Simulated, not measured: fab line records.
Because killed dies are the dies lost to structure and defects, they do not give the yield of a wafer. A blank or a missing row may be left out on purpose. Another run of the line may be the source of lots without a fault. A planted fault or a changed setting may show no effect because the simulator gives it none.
Matching of chambers	flow nand-harc	3 sister chambers for NHARC_P_BONDPAD_DEP_00 on pecvd-01
The step deposits SiCN, target thk 250 nm. 3 wafers are shown with their chamber, then 9 later ones without.

## WAFERS WITH THEIR CHAMBER
wafer	chamber	heater-power-w (W)
L093.4	1	561
L095.4	0	583
L095.5	2	513

## WAFERS MISSING THEIR CHAMBER
wafer	heater-power-w (W)
L096.1	585
L096.4	600
L096.5	608
L097.1	516
L097.2	575
L097.3	567
L097.4	571
L097.5	539
L097.6	572

## WHICH CHAMBER EACH ONE RAN IN
wafer	from the rows above	in truth
L096.1	can't be placed: 0 or 1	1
L096.4	can't be placed: 0 or 1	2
L096.5	can't be placed: 0 or 1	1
L097.1	2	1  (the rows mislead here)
L097.2	can't be placed: 0 or 1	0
L097.3	can't be placed: 1 or 0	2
L097.4	can't be placed: 1 or 0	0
L097.5	can't be placed: 1 or 2 or 0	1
L097.6	can't be placed: 0 or 1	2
Correctly placed: 0 of 9. Unplaceable from these rows: 8, with the true chamber sitting among the candidates in 5. Placed wrongly: 1.
How it was worked out, from the rows above alone: a wafer's distance from a chamber is the root of the sum, over the readings, of the square of ((its reading less the chamber's mean) divided by the reading's scatter). If the next closest chamber is less than 2 further off than the closest, the wafer can't be placed; otherwise it belongs to the closest. For every chamber, the mean is computed from those of its wafers that are shown. The scatter: with one shown wafer a chamber, the root of the mean of the squares of how far each hidden wafer lies from its nearest shown one.
